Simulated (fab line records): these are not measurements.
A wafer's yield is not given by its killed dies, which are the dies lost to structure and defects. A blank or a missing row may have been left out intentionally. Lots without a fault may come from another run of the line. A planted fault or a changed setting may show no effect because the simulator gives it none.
fab line records -- flow n5Finfet
record lots=11, wafers=33, lastDay=20
route steps=1938 shown BEOL_M8@1377 PASSIVATION@1936
lots untouched by any fault: they come from a run of this same line in which no faults occurred
startH: hours from the record's opening day to when the first of the lot's shown wafers began -- waitH: hours from the lot's prior step to this one -- " as in the row above -- L1.1+2: a row that stands for several wafers -- - either no value or no given start -- * or withheld: withheld -- < > ~ a bound
route shown NAME@n: a module of which the file shows steps, and the number in the route of the first -- usual: the fault-free wafers' mean and standard deviation -- same: alike in all rows -- chamber/n: place in a boat -- sites: per-site readings -- _std_site: the values' standard deviation -- _edge_site: mean of outer sites minus mean of inner sites -- radiusMm: how far each site lies from the wafer's centre -- mask NAME#n: copy n -- behind: tool/chamber where the wafer was last shaped -- hold: cause of the lot's hold/its duration in hours/its outcome -- device: the n, p or np transistor that did not switch -- end of line: the same wafers' tests at the end of the route -- a step without rows: its recipe alone -- killed: count of dies lost to structure and defects at first sort (not the wafer's yield) -- map: the dies of a wafer, with x for killed, . for not killed, _ for no die there
set.NAME: the setting that was run; set.NAME@STEP: the one run at that earlier step -- model.NAME: the simulator's own value behind a step, which no gauge read
route steps across a sampled set of lots; one table per step, one row per wafer
services: from which hour (startH, from the record's first day; less than 0 if before it) a tool's chamber was out of use, for how many hours, and why
## steps
# step N5_BEOL_M8_TRENCH_ETCH_37
# recipe chemistry=C4F6/O2, targetDepthA=934.78, target=SiCOH_lowk, timeS=31.2, ionEnergyEv=250, pressureMtorr=30, sourceW=345, biasW=185, Ar_flow_sccm=300, C4F6_flow_sccm=10, O2_flow_sccm=10
# usual chamberPressureMTorr=30.001/0.029, drypumpMotorCurrentA=5.8/0.56, oesProductAu=0.82/0.078, rfVppV=665/12, showerheadPlenumPTorr=2.87/0.11, throttleValvePct=20.8/0.32
# same timeS=31.2
lot.wafer,tool,chamber,startH,waitH,chamberPressureMTorr,drypumpMotorCurrentA,oesProductAu,rfHoursCounterH,rfVppV,showerheadPlenumPTorr,throttleValvePct
L418.3,rieDiel-05,3,-,-,30.002,5.3,0.71,218,651,2.82,20.8
L418.4,rieDiel-05,2,-,-,30.000,5.8,0.80,104,658,2.84,20.5
L418.6,rieDiel-05,0,-,-,30.000,6.4,0.92,-,667,3.04,21.1
L419.1,rieDiel-02,0,-,-,30.014,5.3,0.80,73,673,3.02,21.1
L419.5,rieDiel-02,1,-,-,30.028,5.6,0.84,-,657,2.76,20.5
L419.6,rieDiel-02,0,-,-,30.015,5.3,0.80,-,674,3.02,21.1
L421.1,rieDiel-02,1,-,-,30.047,5.7,0.85,60,654,2.76,20.5
L421.2,rieDiel-02,2,-,-,29.963,6.5,0.73,184,683,2.70,20.8
L421.4,rieDiel-02,3,-,-,30.008,6.8,0.78,110,664,2.97,21.0
L422.4,rieDiel-02,2,-,-,29.975,6.4,0.74,190,682,2.70,20.8
L422.5,rieDiel-02,1,-,-,30.075,5.7,0.84,-,657,2.75,20.5
L422.6,rieDiel-02,0,-,-,30.026,5.3,0.80,-,673,3.02,21.2
L433.1,rieDiel-03,0,-,-,29.984,5.0,0.87,29,702,2.79,20.4
L433.4,rieDiel-03,2,-,-,30.006,5.7,0.86,70,677,3.01,20.9
L433.5,rieDiel-03,3,-,-,29.999,6.0,0.88,-,682,3.00,20.6
L434.2,rieDiel-02,3,-,-,30.028,6.8,0.75,145,664,2.95,21.1
L434.3,rieDiel-02,1,-,-,29.976,5.7,0.81,96,658,2.74,20.6
L434.4,rieDiel-02,2,-,-,29.985,6.5,0.70,222,684,2.68,20.9
L432.3,rieDiel-03,1,-,-,30.029,6.3,0.78,129,649,2.73,21.2
L432.5,rieDiel-03,2,-,-,29.971,5.8,0.86,-,677,3.01,20.9
L432.6,rieDiel-03,1,-,-,30.005,6.3,0.79,-,650,2.73,21.2
L436.1,rieDiel-05,1,-,-,29.994,5.2,0.89,30,657,2.78,20.4
L436.3,rieDiel-05,2,-,-,30.047,5.9,0.75,150,659,2.82,20.5
L436.4,rieDiel-05,0,-,-,30.039,6.4,0.85,47,665,3.02,21.2
L438.1,rieDiel-05,2,-,-,29.974,5.9,0.76,152,659,2.82,20.6
L438.4,rieDiel-05,1,-,-,30.024,5.1,0.88,32,655,2.78,20.4
L438.6,rieDiel-05,3,-,-,29.981,5.3,0.97,-,652,2.81,20.4
L437.1,rieDiel-05,1,-,-,29.987,5.2,0.87,36,656,2.77,20.4
L437.4,rieDiel-05,0,-,-,29.988,6.4,0.85,53,667,3.02,21.2
L437.6,rieDiel-05,0,-,-,29.977,6.4,0.86,-,664,3.02,21.2
L439.3,rieDiel-02,3,-,-,29.981,6.8,0.73,-,664,2.95,21.1
L439.4,rieDiel-02,0,-,-,30.029,5.3,0.75,-,673,3.00,21.2
L439.5,rieDiel-02,3,-,-,30.004,6.8,0.74,-,663,2.95,21.1
# step N5_BEOL_M8_CURE_75
# recipe tempC=370, timeS=120, ambient=DMADMS/He, material=SiCOH_lowk
# usual lampPowerPct=52.32/0.056, wafer_temp_C_max=371.7/0.83
# same timeS=120
lot.wafer,tool,chamber,startH,waitH,lampPowerPct,wafer_temp_C_max
L418.3,uvCure-03,0,268.23,0.3,52.36,373.2
L418.4,uvCure-03,0,268.23,0.3,52.35,373.7
L418.6,uvCure-03,0,268.23,0.3,52.27,372.5
L419.1,uvCure-01,2,275.64,0.3,52.31,371.2
L419.5,uvCure-01,2,275.64,0.3,52.35,371.3
L419.6,uvCure-01,2,275.64,0.3,52.36,371.0
L421.1,uvCure-01,1,282.34,0.2,52.34,371.8
L421.2,uvCure-01,1,282.34,0.2,52.40,371.3
L421.4,uvCure-01,1,282.34,0.2,52.42,371.3
L422.4,uvCure-03,2,295.01,0.2,52.40,371.3
L422.5,uvCure-03,2,295.01,0.2,52.26,371.1
L422.6,uvCure-03,2,295.01,0.2,52.29,370.5
L433.1,uvCure-03,1,379.28,0.2,52.35,371.7
L433.4,uvCure-03,1,379.28,0.2,52.39,371.7
L433.5,uvCure-03,1,379.28,0.2,52.36,371.9
L434.2,uvCure-03,0,379.63,0.3,52.30,373.8
L434.3,uvCure-03,0,379.63,0.3,52.35,374.1
L434.4,uvCure-03,0,379.63,0.3,52.25,372.5
L432.3,uvCure-01,2,379.77,0.3,52.26,371.0
L432.5,uvCure-01,2,379.77,0.3,52.31,371.0
L432.6,uvCure-01,2,379.77,0.3,52.27,370.8
L436.1,uvCure-02,2,384.55,0.0,52.23,370.9
L436.3,uvCure-02,2,384.55,0.0,52.38,371.0
L436.4,uvCure-02,2,384.55,0.0,52.33,371.0
L438.1,uvCure-03,0,389.38,0.1,52.25,372.3
L438.4,uvCure-03,0,389.38,0.1,52.27,373.2
L438.6,uvCure-03,0,389.38,0.1,52.28,373.2
L437.1,uvCure-02,1,404.03,0.0,52.38,371.5
L437.4,uvCure-02,1,404.03,0.0,52.31,371.1
L437.6,uvCure-02,1,404.03,0.0,52.18,371.7
L439.3,uvCure-01,1,410.49,0.2,52.22,371.4
L439.4,uvCure-01,1,410.49,0.2,52.28,371.0
L439.5,uvCure-01,1,410.49,0.2,52.23,371.2
# step N5_BEOL_M8_CVD_78
# recipe material=Co, targetThkA=20, tempC=withheld, precursor=CCTBA/H2, pressureTorr=30, timeS=142.3
# usual runLengthS=165.4/0.54
lot.wafer,tool,chamber,startH,waitH,runLengthS
L418.3,cvdCo-02,2,270.80,0.1,165.8
L418.4,cvdCo-02,1,270.80,0.1,165.2
L418.6,cvdCo-02,2,270.80,0.1,165.5
L419.1,cvdCo-01,0,276.76,0.3,165.1
L419.5,cvdCo-01,0,276.76,0.3,164.7
L419.6,cvdCo-01,1,276.76,0.3,165.8
L421.1,cvdCo-01,2,283.54,0.0,239.6
L421.2,cvdCo-01,0,283.54,0.0,165.2
L421.4,cvdCo-01,1,283.54,0.0,240.3
L422.4,cvdCo-01,0,295.80,0.1,239.2
L422.5,cvdCo-01,2,295.80,0.1,164.4
L422.6,cvdCo-01,1,295.80,0.1,165.7
L433.1,cvdCo-01,1,380.26,0.1,166.0
L433.4,cvdCo-01,1,380.26,0.1,165.9
L433.5,cvdCo-01,0,380.26,0.1,164.8
L434.2,cvdCo-02,0,380.56,0.0,165.6
L434.3,cvdCo-02,0,380.56,0.0,165.6
L434.4,cvdCo-02,2,380.56,0.0,165.6
L432.3,cvdCo-01,1,380.81,0.1,165.8
L432.5,cvdCo-01,1,380.81,0.1,166.0
L432.6,cvdCo-01,2,380.81,0.1,164.6
L436.1,cvdCo-01,2,385.65,0.1,164.9
L436.3,cvdCo-01,1,385.65,0.1,166.1
L436.4,cvdCo-01,1,385.65,0.1,166.4
L438.1,cvdCo-01,1,390.43,0.0,165.7
L438.4,cvdCo-01,0,390.43,0.0,164.8
L438.6,cvdCo-01,1,390.43,0.0,166.0
L437.1,cvdCo-01,2,405.05,0.0,164.4
L437.4,cvdCo-01,2,405.05,0.0,164.9
L437.6,cvdCo-01,1,405.05,0.0,166.0
L439.3,cvdCo-02,2,411.50,0.1,166.2
L439.4,cvdCo-02,0,411.50,0.1,165.6
L439.5,cvdCo-02,1,411.50,0.1,165.3
# step N5_BEOL_M8_INSPECT_58
# recipe inspectInstrument=darkfield, mode=postDep
# usual rawDefectCount=60/18
lot.wafer,tool,chamber,startH,waitH,rawDefectCount
L418.3,defectInspect-01,-,272.15,0.0,40
L418.4,defectInspect-01,-,272.15,0.0,72
L418.6,defectInspect-01,-,272.15,0.0,50
L419.1,defectInspect-01,-,279.23,0.0,73
L419.5,defectInspect-01,-,279.23,0.0,44
L419.6,defectInspect-01,-,279.23,0.0,43
L421.1,defectInspect-01,-,284.81,0.0,69
L421.2,defectInspect-01,-,284.81,0.0,66
L421.4,defectInspect-01,-,284.81,0.0,59
L422.4,defectInspect-01,-,297.53,0.0,46
L422.5,defectInspect-01,-,297.53,0.0,58
L422.6,defectInspect-01,-,297.53,0.0,42
L433.1,defectInspect-02,-,381.50,0.0,52
L433.4,defectInspect-02,-,381.50,0.0,93
L433.5,defectInspect-02,-,381.50,0.0,52
L434.2,defectInspect-02,-,382.36,0.0,58
L434.3,defectInspect-02,-,382.36,0.0,71
L434.4,defectInspect-02,-,382.36,0.0,68
L432.3,defectInspect-01,-,382.56,0.0,68
L432.5,defectInspect-01,-,382.56,0.0,55
L432.6,defectInspect-01,-,382.56,0.0,35
L436.1,defectInspect-01,-,386.74,0.0,59
L436.3,defectInspect-01,-,386.74,0.0,39
L436.4,defectInspect-01,-,386.74,0.0,30
L438.1,defectInspect-02,-,391.65,0.0,53
L438.4,defectInspect-02,-,391.65,0.0,73
L438.6,defectInspect-02,-,391.65,0.0,60
L437.1,defectInspect-02,-,406.19,0.0,91
L437.4,defectInspect-02,-,406.19,0.0,78
L437.6,defectInspect-02,-,406.19,0.0,78
L439.3,defectInspect-01,-,414.12,0.0,34
L439.4,defectInspect-01,-,414.12,0.0,36
L439.5,defectInspect-01,-,414.12,0.0,42
# step N5_PASSIVATION_PROBE_49
# usual defectLimitedYield=91.2/1.6, killed_at_M0_to_M3=33/11, killed_at_M4_up=14/5, killedAtContacts=12/5.8, killedAtFrontEnd=41/12, killedAtOther=3.5/2.9, killedDies=104/19, killedOpen=68/14, killedShort=34/8.8, sort_bin_4_leakage=0.00/0.017, sort_bin_5_function=5.2/1.1, sort_bin_6_memory=3.2/0.71, sortNPass=1076/19, sortYieldPct=91.2/1.6
# same grossDies=1180, killedAtBackSide=0, sort_bin_8_speed[%]=0
lot.wafer,tool,chamber,startH,waitH,defectLimitedYield[%],killed_at_M0_to_M3,killed_at_M4_up,killedAtContacts,killedAtFrontEnd,killedAtOther,killedDies,killedOpen,killedShort,sort_bin_4_leakage[%],sort_bin_5_function[%],sort_bin_6_memory[%],sortNPass,sortYieldPct[%]
L418.3,prober-01,-,342.13,0.1,94.1,29,10,8,19,4,70,51,19,0,3.2,2.7,1110,94.1
L418.4,prober-01,-,342.18,0.2,91.5,48,13,2,33,4,100,60,39,0,4.5,3.6,1080,91.5
L418.6,prober-01,-,342.28,0.3,92.2,49,8,7,25,3,92,58,30,0,4.2,2.9,1088,92.2
L422.4,prober-02,-,370.76,0.2,90.3,26,14,15,57,3,115,79,36,0,5.7,3.7,1065,90.3
L422.5,prober-02,-,370.81,0.2,91.1,18,20,14,49,4,105,76,27,0,5.7,2.7,1075,91.1
L422.6,prober-02,-,370.86,0.3,88.9,34,16,11,59,11,131,100,31,0,6.9,3.8,1049,88.9
L433.1,prober-01,-,444.24,0.0,92.0,23,21,8,35,7,94,61,33,0,4.4,3.1,1086,92.0
L433.4,prober-01,-,444.39,0.2,93.8,17,10,13,31,2,73,53,19,0,3.7,2.3,1107,93.8
L433.5,prober-01,-,444.44,0.2,91.8,24,18,15,36,4,97,65,32,0,4.4,3.1,1083,91.8
L432.3,prober-02,-,444.94,0.1,92.4,27,21,10,28,4,90,57,31,0,4.4,2.9,1090,92.4
L432.5,prober-02,-,445.04,0.2,92.9,31,10,7,29,7,84,53,28,0,4.2,2.5,1096,92.9
L432.6,prober-02,-,445.09,0.3,92.2,37,11,3,37,4,92,52,38,0,4.6,2.8,1088,92.2
L434.2,prober-01,-,449.66,0.1,94.5,27,12,8,16,2,65,44,21,0.17,4.0,1.4,1113,94.3
L434.3,prober-01,-,449.71,0.1,91.8,33,13,12,37,2,97,63,32,0,4.9,3.2,1083,91.8
L434.4,prober-01,-,449.76,0.2,93.1,42,8,8,23,0,81,61,19,0,4.9,1.9,1099,93.1
L436.3,prober-02,-,452.90,0.1,94.1,7,18,9,36,0,70,36,34,0,3.1,2.6,1110,94.1
L437.1,prober-01,-,468.90,0.0,90.6,53,9,20,24,5,111,74,37,0,5.5,3.8,1069,90.6
L437.4,prober-01,-,469.05,0.2,92.5,24,8,18,31,8,89,68,20,0,4.6,2.9,1091,92.5
L437.6,prober-01,-,469.15,0.3,90.2,41,12,4,56,3,116,90,26,0,6.0,3.6,1064,90.2
# killed by level:class
L418.3 STI_FIN_REVEAL:geometricParticle:open=10 BEOL_M2:geometricParticle:open=8 BEOL_M0_SAQP:geometricParticle:short=7 BEOL_M1:geometricParticle:open=7 MOL_CONTACT_COAG:geometricParticle:open=6 BEOL_M4:geometricParticle:open=4 BEOL_M3:geometricParticle:open=3 DUMMY_GATE:geometricParticle:open=3
L418.4 BEOL_M1:geometricParticle:open=11 FIN_SAQP:geometricParticle:open=10 BEOL_M0_SAQP:geometricParticle:short=10 BEOL_M0_SAQP:geometricParticle:open=8 FIN_SAQP:geometricParticle:short=7 BEOL_M1:geometricParticle:short=6 STARTING-WAFER:geometricParticle:open=5 STARTING-WAFER:geometricParticle:short=4
L418.6 BEOL_M2:geometricParticle:open=15 BEOL_M0_SAQP:geometricParticle:open=10 BEOL_M0_SAQP:geometricParticle:short=8 FIN_SAQP:geometricParticle:open=7 BEOL_M1:geometricParticle:open=5 STI_FIN_REVEAL:geometricParticle:short=4 MOL_CONTACT_COAG:geometricParticle:open=4 BEOL_M4:geometricParticle:open=4
L422.4 STI_FIN_REVEAL:geometricParticle:open=17 FIN_SAQP:geometricParticle:open=13 BEOL_M4:geometricParticle:open=11 MOL_CONTACT_COAG:geometricParticle:open=10 BEOL_M3:geometricParticle:open=8 GATE_CUT:geometricParticle:short=6 MOL_CONTACT_COAG:geometricParticle:short=5 BEOL_M0_SAQP:geometricParticle:open=5
L422.5 STI_FIN_REVEAL:geometricParticle:open=20 MOL_CONTACT_COAG:geometricParticle:open=10 BEOL_M0_SAQP:geometricParticle:open=7 BEOL_M4:geometricParticle:open=7 DUMMY_GATE:geometricParticle:open=6 ILD0:geometricParticle:short=5 GATE_CUT:geometricParticle:open=5 BEOL_M4:geometricParticle:short=5
L422.6 FIN_SAQP:geometricParticle:open=21 STI_FIN_REVEAL:geometricParticle:open=19 BEOL_M2:geometricParticle:open=11 BEOL_M4:geometricParticle:open=9 MOL_CONTACT_COAG:geometricParticle:open=7 BEOL_M3:geometricParticle:open=7 BEOL_M1:geometricParticle:short=5 MIM_BOT:geometricParticle:short=5
L433.1 STI_FIN_REVEAL:geometricParticle:open=7 MOL_CONTACT_COAG:geometricParticle:open=7 BEOL_M4:geometricParticle:open=7 FIN_SAQP:geometricParticle:open=6 BEOL_M0_SAQP:geometricParticle:open=6 FIN_SAQP:geometricParticle:short=5 GATE_CUT:geometricParticle:short=5 BEOL_M3:geometricParticle:open=5
L433.4 STI_FIN_REVEAL:geometricParticle:open=12 MOL_CONTACT_COAG:geometricParticle:open=11 BEOL_M3:geometricParticle:open=4 BEOL_M3:geometricParticle:short=4 FIN_SAQP:geometricParticle:short=3 BEOL_M5:geometricParticle:open=3 BEOL_M1:geometricParticle:open=3 BEOL_M4:geometricParticle:open=3
L433.5 MOL_CONTACT_COAG:geometricParticle:open=13 BEOL_M3:geometricParticle:open=11 FIN_SAQP:geometricParticle:open=9 FIN_SAQP:geometricParticle:short=7 STI_FIN_REVEAL:geometricParticle:open=5 BEOL_M5:geometricParticle:open=5 BEOL_M1:geometricParticle:open=4 GATE_CUT:geometricParticle:short=4
L432.3 BEOL_M4:geometricParticle:open=12 MOL_CONTACT_COAG:geometricParticle:open=9 FIN_SAQP:geometricParticle:short=8 BEOL_M1:geometricParticle:open=6 BEOL_M0_SAQP:geometricParticle:short=4 BEOL_M3:geometricParticle:open=4 FIN_SAQP:geometricParticle:open=3 DUMMY_GATE:geometricParticle:open=3
L432.5 FIN_SAQP:geometricParticle:short=9 BEOL_M0_SAQP:geometricParticle:open=9 MOL_CONTACT_COAG:geometricParticle:open=6 BEOL_M0:geometricParticle:open=6 BEOL_M0_SAQP:geometricParticle:short=4 BEOL_M2:geometricParticle:open=4 BEOL_M3:geometricParticle:open=4 BEOL_M4:geometricParticle:open=4
L432.6 FIN_SAQP:geometricParticle:short=11 BEOL_M0_SAQP:geometricParticle:short=8 STI_FIN_REVEAL:geometricParticle:open=6 BEOL_M2:geometricParticle:open=6 BEOL_M3:geometricParticle:open=6 FIN_SAQP:geometricParticle:open=5 BEOL_M0_SAQP:geometricParticle:open=4 BEOL_M1:geometricParticle:open=4
L434.2 BEOL_M0_SAQP:geometricParticle:open=11 MOL_CONTACT_COAG:geometricParticle:open=7 BEOL_M0_SAQP:geometricParticle:short=6 GATE_CUT:geometricParticle:short=5 BEOL_M2:geometricParticle:open=4 BEOL_M5:geometricParticle:short=4 STI_FIN_REVEAL:geometricParticle:open=3 BEOL_M3:geometricParticle:open=3
L434.3 MOL_CONTACT_COAG:geometricParticle:open=9 BEOL_M0_SAQP:geometricParticle:open=9 BEOL_M0_SAQP:geometricParticle:short=8 STI_FIN_REVEAL:geometricParticle:open=7 BEOL_M2:geometricParticle:open=5 FIN_SAQP:geometricParticle:open=4 GATE_CUT:geometricParticle:open=4 BEOL_M3:geometricParticle:short=4
L434.4 BEOL_M3:geometricParticle:open=16 BEOL_M0_SAQP:geometricParticle:open=8 MOL_CONTACT_COAG:geometricParticle:open=7 BEOL_M0_SAQP:geometricParticle:short=7 STI_FIN_REVEAL:geometricParticle:open=5 GATE_CUT:geometricParticle:short=5 BEOL_M2:geometricParticle:open=5 BEOL_M1:geometricParticle:open=4
L436.3 FIN_SAQP:geometricParticle:short=8 BEOL_M4:geometricParticle:open=8 MOL_CONTACT_COAG:geometricParticle:open=7 STI_FIN_REVEAL:geometricParticle:open=5 FIN_SAQP:geometricParticle:open=4 GATE_CUT:geometricParticle:short=4 BEOL_M4:geometricParticle:short=4 STARTING-WAFER:geometricParticle:short=4
L437.1 BEOL_M0_SAQP:geometricParticle:open=19 BEOL_M0_SAQP:geometricParticle:short=16 MOL_CONTACT_COAG:geometricParticle:open=15 BEOL_M2:geometricParticle:open=7 BEOL_M4:geometricParticle:open=6 DUMMY_GATE:geometricParticle:open=5 MOL_CONTACT_COAG:geometricParticle:short=5 BEOL_M3:geometricParticle:open=4
L437.4 STI_FIN_REVEAL:geometricParticle:open=15 MOL_CONTACT_COAG:geometricParticle:open=15 BEOL_M1:geometricParticle:open=12 BEOL_M2:geometricParticle:open=5 FIN_SAQP:geometricParticle:short=3 DUMMY_GATE:geometricParticle:open=3 MOL_CONTACT_COAG:geometricParticle:short=3 BEOL_M4:geometricParticle:open=3
L437.6 STI_FIN_REVEAL:geometricParticle:open=35 BEOL_M0_SAQP:geometricParticle:open=11 BEOL_M0_SAQP:geometricParticle:short=10 BEOL_M1:geometricParticle:open=7 FIN_SAQP:geometricParticle:open=5 BEOL_M2:geometricParticle:open=5 FIN_SAQP:geometricParticle:short=4 BEOL_M0:geometricParticle:open=4
## services
tool,chamber,startH,hours,kind
rieDiel-02,1,247.44,4.9,repair
uvCure-03,-,252.40,15.6,repair
cvdCo-01,-,261.11,0.5,repair
uvCure-03,-,269.67,0.6,repair
uvCure-02,-,271.35,0.6,repair
uvCure-02,-,278.15,7.5,pm
rieDiel-05,1,281.94,-,clean
rieDiel-05,1,281.94,-,consumableReplace:focusRing
rieDiel-05,1,281.94,25.9,scheduledDown
rieDiel-05,1,281.94,25.9,ventCycle
rieDiel-03,2,283.66,7.7,repair
cvdCo-01,0,297.63,23.3,repair
rieDiel-05,2,330.50,5.1,repair
rieDiel-05,3,337.74,-,clean
rieDiel-05,3,337.74,-,consumableReplace:focusRing
rieDiel-05,3,337.74,25.2,scheduledDown
rieDiel-05,3,337.74,25.2,ventCycle
cvdCo-02,1,343.61,18.8,repair
uvCure-03,-,343.83,10.4,repair
cvdCo-02,-,370.57,2.8,pm
rieDiel-02,2,383.45,6.2,repair
uvCure-03,-,386.91,2.1,pm
rieDiel-02,-,401.16,2.8,pm
uvCure-02,-,407.72,24.9,pm
## key
firstSign step=N5_BEOL_M8_CVD_78, reading=runLengthS, direction=up, sigmas=99+, usual=*, struck=*
effect none on later readings
metAt N5_BEOL_M8_CVD_78
struckLots L421,L422
struckWafers L421.1,L421.4,L422.4
notActingAt N5_BEOL_M8_TRENCH_ETCH_37,N5_BEOL_M8_CURE_75,N5_BEOL_M8_INSPECT_58
onsetBetween 276.76 283.54
fault kind=processParameterDrift, tool=cvdCo-01, chamber=-, onsetH=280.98, steps=N5_BEOL_M8_CVD_78, channel=timeS, offset=*, shape=step, endH=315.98, scope=struckWafersOnly, actsIn=*, stated=*
